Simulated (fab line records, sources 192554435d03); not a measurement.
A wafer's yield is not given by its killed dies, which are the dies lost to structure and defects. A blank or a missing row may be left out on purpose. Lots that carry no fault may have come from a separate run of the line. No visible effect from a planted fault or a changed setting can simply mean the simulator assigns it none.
fab line records	flow n5Finfet
record: lots: 7	wafers: 21
route steps=1938 shown BEOL_M3@941 BEOL_M4@1027 BEOL_M5@1160 BEOL_M6@1212
startH: hours from the record's opening day to when the first of the lot's shown wafers began	waitH: hours since the lot's step before	" same as the row above	L1.1+2: several wafers, shown together as one row	- no value present, or no start provided	* or withheld: withheld	< > ~ a bound
route shown NAME@n: names a module that has steps shown in the file, with the first one's number in the route	usual: average and standard deviation across the fault-free wafers	same: alike in all rows	chamber/n: place in a boat	sites: the reading at each site	_std_site: standard deviation across them	_edge_site: inner sites' mean taken away from outer sites' mean	radiusMm: for every site, how far away it sits from the centre of the wafer	mask NAME#n: copy n	behind: the most recent tool/chamber to have shaped the wafer	hold: why the lot was held/for how many hours/how that ended	device: the n, p or np transistor that did not switch	end of line: the route-end tests of the same wafers	a step without rows: its recipe alone	killed: not the wafer's yield, but the dies lost to structure and defects at the first sort	map: a wafer's dies, x killed, . not, _ none there
set.NAME: the setting as run; set.NAME@STEP: as run at that earlier step	model.NAME: the simulator's own value behind a step, which no gauge read
lots with deliberately changed settings; one table per step, one row per wafer
== steps ==
step: N5_BEOL_M3_EXPOSE_08
recipe: maskId: M3	na: 0.33	sourceShape: dipole	sigmaInner: 0.369	sigmaOuter: 0.767	polarization: unpolarized	doseMj: 33
lot.wafer	tool	chamber	startH	waitH	mask	set.doseMj
L079.3+5	euvScanner-01	0	183.12	-	M3#0	33
L079.6	"	0	"	"	M3#0	31.97
L086.2	euvScanner-01	0	216.77	-	M3#0	35.26
L086.3+6	"	0	"	"	M3#0	33
L088.2+4+6	euvScanner-02	0	225.92	-	M3#0	33
L091.1+6	euvScanner-01	0	245.99	-	M3#0	33
L091.4	"	0	"	"	M3#0	31.42
L092.1+6	euvScanner-01	0	263.72	-	M3#0	33.82
L092.3	"	0	"	"	M3#0	33
L095.2	euvScanner-02	0	269.29	-	M3#0	35.43
L095.4+5	"	0	"	"	M3#0	33
L097.3+4	euvScanner-02	0	276.90	-	M3#0	33
L097.5	"	0	"	"	M3#0	35.06
step: N5_BEOL_M3_PEB_09
recipe: pebTempC: 100	pebTimeS: 60	resist: CAR-EUV
step: N5_BEOL_M3_DEVELOP_10
recipe: developTimeS: 30	developer: TMAH	resist: CAR-EUV	rinseLiquid: surfactantRinse	dry: airSpin	devTempC: 23
step: N5_BEOL_M3_CD_MEAS_11
recipe: targetCdNm: 17.05	landingEnergyEv: 500	detector: seInlens	polarity: opening
usual: cdNm: 17.08/0.22
lot.wafer	tool	chamber	startH	waitH	set.doseMj@BEOL_M3_EXPOSE_08	cdNm
L079.3	cdSem-01	0	183.24	-	33	17.04
L079.5	"	0	"	"	33	17.12
L079.6	"	0	"	"	31.97	16.33
L086.2	cdSem-01	0	216.89	-	35.26	18.70
L086.3	"	0	"	"	33	17.28
L086.6	"	0	"	"	33	17.27
L088.2	cdSem-03	0	226.04	-	33	17.03
L088.4	"	0	"	"	33	17.40
L088.6	"	0	"	"	33	17.04
L091.1	cdSem-03	0	246.12	-	33	16.71
L091.4	"	0	"	"	31.42	15.99
L091.6	"	0	"	"	33	16.91
L092.1	cdSem-02	0	263.85	-	33.82	17.63
L092.3	"	0	"	"	33	17.16
L092.6	"	0	"	"	33.82	17.39
L095.2	cdSem-02	0	269.41	-	35.43	18.61
L095.4	"	0	"	"	33	17.00
L095.5	"	0	"	"	33	17.20
L097.3	cdSem-03	0	277.02	-	33	17.63
L097.4	"	0	"	"	33	16.97
L097.5	"	0	"	"	35.06	18.31
step: N5_BEOL_M3_DESCUM_16
recipe: chemistry: O2	timeS: 7	sourcePowerW: 50	biasPowerW: 20	pressureMtorr: 20	rfFrequencyHz: 2.712e+07	tempC: 40	resist: CAR-EUV	o2FlowSccm: 225
step: N5_BEOL_M3_ETCH_74
recipe: chemistry: N2/H2	target: underlayer	targetDepthA: 65	maskMaterial: CAR-EUV	timeS: 5.2	ionEnergyEv: 200	pressureMtorr: 30	sourceW: 840	biasW: 150	n2FlowSccm: 200	h2FlowSccm: 200	ends: cleared
lot.wafer	tool	chamber	startH	waitH	set.doseMj@BEOL_M3_EXPOSE_08	model.BEOL_M3.cdOffsetNm
L079.3+5	rieDiel-02	0,2	183.61	0.0	33	0.2
L079.6	"	3	"	"	31.97	-0.8
L086.2	rieDiel-02	0	217.05	0.0	35.26	1.6
L086.3+6	"	2,0	"	"	33	0.2
L088.2	rieDiel-01	3	226.19	0.0	33	0
L088.4+6	"	0,2	"	"	33	-0.2
L091.1+6	rieDiel-02	0	246.54	0.0	33	0.2
L091.4	"	1	"	"	31.42	-1.2
L092.1	rieDiel-06	1	264.00	0.0	33.82	0.4
L092.3	"	2	"	"	33	0.2
L092.6	"	1	"	"	33.82	0.6
L095.2	rieDiel-02	2	269.57	0.0	35.43	1.6
L095.4	"	3	"	"	33	0
L095.5	"	1	"	"	33	0.2
L097.3	rieDiel-01	1	277.17	0.0	33	0.6
L097.4	"	3	"	"	33	0.2
L097.5	"	0	"	"	35.06	1.4
step: N5_BEOL_M3_ETCH_63
recipe: chemistry: CF4	target: SiARC	targetDepthA: 156	maskMaterial: CAR-EUV	timeS: 26	ionEnergyEv: 80	pressureMtorr: 40	sourceW: 545	biasW: 36	Ar_flow_sccm: 100	cf4FlowSccm: 100	ends: cleared
step: N5_BEOL_M3_ETCH_64
recipe: chemistry: N2/H2	target: SOC	targetDepthA: 750	overetchA: 150	maskMaterial: SiARC	tempC: 40	timeS: 112.5	ionEnergyEv: 200	pressureMtorr: 30	sourceW: 840	biasW: 150	n2FlowSccm: 200	h2FlowSccm: 200
lot.wafer	tool	chamber	startH	waitH	set.doseMj@BEOL_M3_EXPOSE_08	model.BEOL_M3.cdOffsetNm
L079.3	rieDiel-02	0	183.66	0.0	33	-0.2
L079.5	"	2	"	"	33	0
L079.6	"	3	"	"	31.97	-1
L086.2	rieDiel-02	0	217.09	0.0	35.26	1.4
L086.3	"	2	"	"	33	0.2
L086.6	"	0	"	"	33	0
L088.2	rieDiel-01	3	226.24	0.0	33	0
L088.4	"	0	"	"	33	-0.2
L088.6	"	2	"	"	33	-0.4
L091.1+6	rieDiel-02	0	246.58	0.0	33	0.4
L091.4	"	1	"	"	31.42	-1
L092.1+6	rieDiel-06	1	264.05	0.0	33.82	0.6
L092.3	"	2	"	"	33	0.2
L095.2	rieDiel-02	2	269.61	0.0	35.43	1.6
L095.4	"	3	"	"	33	0.2
L095.5	"	1	"	"	33	0.6
L097.3	rieDiel-01	1	277.22	0.0	33	0.8
L097.4	"	3	"	"	33	0.4
L097.5	"	0	"	"	35.06	1.6
step: N5_BEOL_M3_STRIP_65
recipe: chemistry: N2/H2	tempC: 40	n2FlowSccm: 200	h2FlowSccm: 200	rfFrequencyHz: 6e+07
step: N5_BEOL_M3_STRIP_75
recipe: chemistry: N2/H2	tempC: 40	n2FlowSccm: 200	h2FlowSccm: 200	rfFrequencyHz: 6e+07
step: N5_BEOL_M3_HM_OPEN_17
recipe: chemistry: Cl2/BCl3	targetDepthA: 200	overetchA: 60	target: TiN	maskMaterial: SOC	ionEnergyEv: 150	pressureMtorr: 10	icpW: 1000	biasW: 126	Cl2_flow_sccm: 53.25	bcl3FlowSccm: 21.75	Ar_flow_sccm: 25
step: N5_BEOL_M3_STRIP_19
recipe: chemistry: O2	powerW: 400	tempC: 40	pressureMtorr: 30	rfFrequencyHz: 6e+07	biasPowerW: 0	overashFraction: 0.2	o2FlowSccm: 225
step: N5_BEOL_M3_CD_MEAS_18
recipe: pitchNm: 36	targetCdNm: 18
usual: cdNm: 18.0/0.35
lot.wafer	tool	chamber	startH	waitH	set.doseMj@BEOL_M3_EXPOSE_08	cdNm
L079.3	cdSem-03	-	184.01	0.1	33	17.7
L079.5	"	-	"	"	33	17.7
L079.6	"	-	"	"	31.97	17.1
L086.2	cdSem-02	-	217.44	0.1	35.26	19.9
L086.3	"	-	"	"	33	18.3
L086.6	"	-	"	"	33	18.2
L088.2	cdSem-01	-	226.59	0.1	33	17.7
L088.4	"	-	"	"	33	17.7
L088.6	"	-	"	"	33	17.9
L091.1	cdSem-01	-	246.93	0.0	33	18.5
L091.4	"	-	"	"	31.42	16.7
L091.6	"	-	"	"	33	17.9
L092.1	cdSem-02	-	264.40	0.0	33.82	18.5
L092.3	"	-	"	"	33	18.1
L092.6	"	-	"	"	33.82	18.7
L095.2	cdSem-03	-	269.96	0.1	35.43	19.4
L095.4	"	-	"	"	33	18.1
L095.5	"	-	"	"	33	18.4
L097.3	cdSem-01	-	277.66	0.1	33	18.9
L097.4	"	-	"	"	33	18.5
L097.5	"	-	"	"	35.06	19.7
step: N5_BEOL_M3_COAT_67
recipe: resist: SOC	tempC: 250	timeS: 60	spinRpm: 1500	resistThkNm: 60
step: N5_BEOL_M3_COAT_68
recipe: resist: SiARC	tempC: 220	timeS: 60	spinRpm: 1500	resistThkNm: 12
step: N5_BEOL_M3_PRECLEAN_42
recipe: chemistry: residueRemover	timeS: 60	tempC: 40
step: N5_BEOL_M3_SRD_43
recipe: timeS: 30	tempC: 23	rinseLiquid: diw	dry: ipaMarangoni
step: N5_BEOL_M3_CD_MEAS_35
recipe: targetCdNm: 18	targetCdYNm: 21	polarity: opening
usual: cdNm: 18.0/0.37
lot.wafer	tool	chamber	startH	waitH	set.doseMj@BEOL_M3_EXPOSE_08	cdNm
L079.3	cdSem-01	-	187.01	0.0	33	17.8
L079.5	"	-	"	"	33	17.9
L079.6	"	-	"	"	31.97	17.0
L086.2	cdSem-01	-	227.23	0.0	35.26	19.5
L086.3	"	-	"	"	33	17.9
L086.6	"	-	"	"	33	18.1
L088.2	cdSem-02	-	230.17	0.0	33	17.7
L088.4	"	-	"	"	33	17.8
L088.6	"	-	"	"	33	17.8
L091.1	cdSem-01	-	254.31	0.0	33	18.4
L091.4	"	-	"	"	31.42	16.8
L091.6	"	-	"	"	33	18.6
L092.1	cdSem-01	-	267.66	0.0	33.82	18.4
L092.3	"	-	"	"	33	18.5
L092.6	"	-	"	"	33.82	18.8
L095.2	cdSem-02	-	273.76	0.0	35.43	19.7
L095.4	"	-	"	"	33	17.9
L095.5	"	-	"	"	33	18.5
L097.3	cdSem-02	-	282.70	0.0	33	19.2
L097.4	"	-	"	"	33	18.3
L097.5	"	-	"	"	35.06	19.7
step: N5_BEOL_M3_DEP_57
recipe: material: SiCN	targetThkA: 80	tempC: withheld	precursor: 3MS/NH3	pressureTorr: 3	rfW: 202	timeS: 14
lot.wafer	tool	chamber	startH	waitH	set.timeS	model.SiCN_of_BEOL_M3_DEP_57.thkNm
L079.3+6	pecvd-03	0,1	190.95	0.0	13.02	7.6
L079.5	"	2	"	"	13.02	7.8
L086.2	pecvd-01	0	231.44	0.0	14	8
L086.3+6	"	2	"	"	15.77	9.2
L088.2	pecvd-04	0	234.39	0.0	14	8.2
L088.4+6	"	1,2	"	"	14	8.4
L091.1+6	pecvd-03	2,0	258.31	0.0	14	8
L091.4	"	2	"	"	14	8.2
L092.1	pecvd-01	0	271.27	0.0	14	7.8
L092.3	"	1	"	"	12.02	6.8
L092.6	"	2	"	"	14	8
L095.2	pecvd-04	1	277.39	0.0	14	8.2
L095.4	"	2	"	"	14	8.4
L095.5	"	0	"	"	13	7.8
L097.3	pecvd-01	0	286.22	0.0	14	7.8
L097.4	"	2	"	"	13.34	7.6
L097.5	"	0	"	"	13.34	7.2
step: N5_BEOL_M4_COAT_73
recipe: resist: underlayer	tempC: 205	timeS: 60	spinRpm: 1500	resistThkNm: 5
lot.wafer	tool	chamber	startH	waitH	set.spinRpm
L079.3+5+6	lithoTrack-01	0	-	-	1500
L086.2	lithoTrack-01	0	-	-	1500
L086.3+6	"	0	"	"	1421
L088.2+4+6	lithoTrack-05	0	-	-	1500
L091.1+4+6	lithoTrack-01	0	-	-	1500
L092.1	lithoTrack-02	0	-	-	1394
L092.3+6	"	0	"	"	1500
L095.2+4+5	lithoTrack-02	0	-	-	1500
L097.3+5	lithoTrack-05	0	-	-	1647
L097.4	"	0	"	"	1500
step: N5_BEOL_M4_COAT_05
recipe: resist: CAR-EUV	spinRpm: 1500	resistThkNm: 30
step: N5_BEOL_M4_EBR_07
recipe: solvent: PGMEA	ebrWidthMm: 1.5
step: N5_BEOL_M4_DESCUM_16
recipe: chemistry: O2	timeS: 7	sourcePowerW: 50	biasPowerW: 20	pressureMtorr: 20	rfFrequencyHz: 2.712e+07	tempC: 40	resist: CAR-EUV	o2FlowSccm: 225
step: N5_BEOL_M4_ETCH_74
recipe: chemistry: N2/H2	target: underlayer	targetDepthA: 65	maskMaterial: CAR-EUV	timeS: 5.2	ionEnergyEv: 200	pressureMtorr: 30	sourceW: 840	biasW: 150	n2FlowSccm: 200	h2FlowSccm: 200	ends: cleared
lot.wafer	tool	chamber	startH	waitH	set.spinRpm@BEOL_M4_COAT_73	model.etch.depthNm
L079.3	rieDiel-04	3	194.33	0.0	1500	5.009
L079.5	"	3	"	"	1500	5.004
L079.6	"	1	"	"	1500	4.995
L086.2	rieDiel-05	0	232.99	0.0	1500	5
L086.3	"	1	"	"	1421	5.147
L086.6	"	1	"	"	1421	5.144
L088.2	rieDiel-03	1	237.26	0.0	1500	5.014
L088.4	"	2	"	"	1500	5.002
L088.6	"	0	"	"	1500	5.006
L091.1	rieDiel-03	2	260.52	0.0	1500	5.016
L091.4	"	1	"	"	1500	5.006
L091.6	"	2	"	"	1500	5.024
L092.1	rieDiel-03	2	274.09	0.0	1394	5.177
L092.3	"	0	"	"	1500	4.988
L092.6	"	3	"	"	1500	4.982
L095.2	rieDiel-04	1	278.78	0.0	1500	5.006
L095.4	"	0	"	"	1500	5.001
L095.5	"	1	"	"	1500	5.01
L097.3	rieDiel-03	1	287.08	0.0	1647	4.748
L097.4	"	0	"	"	1500	4.988
L097.5	"	1	"	"	1647	4.758
step: N5_BEOL_M5_TRENCH_ETCH_37
recipe: chemistry: C4F6/O2	targetDepthA: 716.52	target: SiCOH_lowk	timeS: 24.7	ionEnergyEv: 250	pressureMtorr: 30	sourceW: 345	biasW: 185	Ar_flow_sccm: 300	C4F6_flow_sccm: 10	O2_flow_sccm: 10
usual: rfVppV: 660/15
lot.wafer	tool	chamber	startH	waitH	set.biasW	rfVppV
L079.3	rieDiel-01	3	-	-	197.7	711
L079.5	"	0	"	"	185	689
L079.6	"	1	"	"	185	659
L086.2	rieDiel-06	2	-	-	185	653
L086.3	"	3	"	"	185	673
L086.6	"	1	"	"	185	658
L088.2	rieDiel-01	3	-	-	185	675
L088.4	"	2	"	"	185	658
L088.6	"	0	"	"	185	688
L091.1	rieDiel-02	2	-	-	185	647
L091.4	"	1	"	"	185	639
L091.6	"	2	"	"	211	715
L092.1	rieDiel-02	3	-	-	205.2	703
L092.3	"	2	"	"	185	646
L092.6	"	3	"	"	205.2	702
L095.2	rieDiel-01	3	-	-	185	674
L095.4	"	0	"	"	185	686
L095.5	"	0	"	"	156.7	602
L097.3	rieDiel-02	1	-	-	185	639
L097.4	"	2	"	"	185	644
L097.5	"	3	"	"	185	649
step: N5_BEOL_M5_ETCH_41
recipe: chemistry: CH3F/O2	target: SiCN	targetDepthA: 315	taperDeg: 2	timeS: 56.7	ionEnergyEv: 120	maskMaterial: TiN	pressureMtorr: 30	sourceW: 395	biasW: 75	Ar_flow_sccm: 150	CH3F_flow_sccm: 30	O2_flow_sccm: 20
usual: rfVppV: 297.5/1.7
lot.wafer	tool	chamber	startH	waitH	set.sourceW	rfVppV
L079.3	rieDiel-01	3	-	-	364.9	306.7
L079.5	"	0	"	"	395	295.5
L079.6	"	1	"	"	395	295.7
L086.2	rieDiel-06	2	-	-	359.9	308.3
L086.3	"	3	"	"	359.9	306.4
L086.6	"	1	"	"	359.9	308.2
L088.2	rieDiel-01	3	-	-	395	300.4
L088.4	"	2	"	"	395	298.9
L088.6	"	0	"	"	395	296.3
L091.1	rieDiel-02	2	-	-	395	296.0
L091.4	"	1	"	"	335.8	313.1
L091.6	"	2	"	"	335.8	312.8
L092.1	rieDiel-02	3	-	-	395	298.5
L092.3	"	2	"	"	331.8	313.7
L092.6	"	3	"	"	395	297.3
L095.2	rieDiel-01	3	-	-	395	298.2
L095.4	"	0	"	"	426.7	289.2
L095.5	"	0	"	"	426.7	287.9
L097.3	rieDiel-02	1	-	-	395	295.9
L097.4	"	2	"	"	395	295.5
L097.5	"	3	"	"	371.8	304.2
step: N5_BEOL_M6_ETCH_62
recipe: chemistry: N2/H2	target: SOC	targetDepthA: 1100	overetchA: 220	maskMaterial: SiARC	tempC: 40	timeS: 165	ionEnergyEv: 200	pressureMtorr: 30	sourceW: 840	biasW: 150	n2FlowSccm: 200	h2FlowSccm: 200
lot.wafer	tool	chamber	startH	waitH	set.timeS
L079.3+5	rieDiel-05	1,0	222.57	0.0	195.4
L079.6	"	3	"	"	165
L086.2+3+6	rieDiel-03	1,3,2	260.10	0.0	165
L088.2+4+6	rieDiel-05	1,2,3	263.53	0.0	165
L091.1+6	rieDiel-05	2,3	283.49	0.0	165
L091.4	"	0	"	"	178.9
L092.1+3+6	rieDiel-05	3,1,0	298.86	0.0	134.1
L095.2+5	rieDiel-05	3,0	308.85	0.0	152
L095.4	"	2	"	"	165
L097.3+4+5	rieDiel-03	2,1,0	314.81	0.0	165
step: N5_BEOL_M6_STRIP_68
recipe: chemistry: N2/H2	tempC: 40	n2FlowSccm: 200	h2FlowSccm: 200	rfFrequencyHz: 6e+07
step: N5_BEOL_M6_STRIP_67
recipe: chemistry: CF4	resist: SiARC	powerW: 300	biasPowerW: 75	pressureMtorr: 50	cf4FlowSccm: 150	rfFrequencyHz: 6e+07
step: N5_BEOL_M6_HM_OPEN_17
recipe: chemistry: Cl2/BCl3	targetDepthA: 200	overetchA: 60	target: TiN	maskMaterial: SOC	ionEnergyEv: 150	pressureMtorr: 10	icpW: 1000	biasW: 126	Cl2_flow_sccm: 53.25	bcl3FlowSccm: 21.75	Ar_flow_sccm: 25
lot.wafer	tool	chamber	startH	waitH	set.timeS@BEOL_M6_ETCH_62	model.etch.depthNm
L079.3	rieMetal-02	0	222.79	0.1	195.4	17.07
L079.5	"	0	"	"	195.4	16.84
L079.6	"	1	"	"	165	20.26
L086.2	rieMetal-03	0	260.29	0.0	165	20.26
L086.3+6	"	1,0	"	"	165	20.27
L088.2	rieMetal-03	1	263.72	0.0	165	19.69
L088.4	"	0	"	"	165	20
L088.6	"	0	"	"	165	19.79
L091.1	rieMetal-03	0	283.68	0.0	165	19.72
L091.4	"	0	"	"	178.9	18.5
L091.6	"	0	"	"	165	19.89
L092.1	rieMetal-01	1	299.05	0.0	134.1	19.69
L092.3	"	0	"	"	134.1	19.65
L092.6	"	1	"	"	134.1	19.6
L095.2	rieMetal-03	0	309.03	0.0	152	19.98
L095.4	"	0	"	"	165	19.84
L095.5	"	1	"	"	152	19.99
L097.3	rieMetal-01	0	315.03	0.1	165	20.2
L097.4	"	1	"	"	165	20.27
L097.5	"	1	"	"	165	20.57
== key ==
split: step: N5_BEOL_M3_EXPOSE_08	setting: doseMj	stated: 33	by: wafer
response: step: N5_BEOL_M3_CD_MEAS_11	reading: cdNm	change: +0.192	per: 1%	r: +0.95
response: step: N5_BEOL_M3_ETCH_74	reading: model.BEOL_M3.cdOffsetNm	change: +0.209	per: 1%	r: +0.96
response: step: N5_BEOL_M3_ETCH_64	reading: model.BEOL_M3.cdOffsetNm	change: +0.193	per: 1%	r: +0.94
response: step: N5_BEOL_M3_CD_MEAS_18	reading: cdNm	change: +0.203	per: 1%	r: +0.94
response: step: N5_BEOL_M3_CD_MEAS_35	reading: cdNm	change: +0.216	per: 1%	r: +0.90
split: step: N5_BEOL_M3_DEP_57	setting: timeS	stated: 14	by: wafer
response: step: N5_BEOL_M3_DEP_57	reading: model.SiCN_of_BEOL_M3_DEP_57.thkNm	change: +0.0835	per: 1%	r: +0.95
split: step: N5_BEOL_M4_COAT_73	setting: spinRpm	stated: 1500	by: wafer
response: step: N5_BEOL_M4_ETCH_74	reading: model.etch.depthNm	change: -0.0255	per: 1%	r: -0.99
split: step: N5_BEOL_M5_TRENCH_ETCH_37	setting: biasW	stated: 185	by: wafer
response: step: N5_BEOL_M5_TRENCH_ETCH_37	reading: rfVppV	change: +5.15	per: 1%	r: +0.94
split: step: N5_BEOL_M5_ETCH_41	setting: sourceW	stated: 395	by: wafer
response: step: N5_BEOL_M5_ETCH_41	reading: rfVppV	change: -1.13	per: 1%	r: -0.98
split: step: N5_BEOL_M6_ETCH_62	setting: timeS	stated: 165	by: wafer
response: step: N5_BEOL_M6_HM_OPEN_17	reading: model.etch.depthNm	change: -0.155	per: 1%	r: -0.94
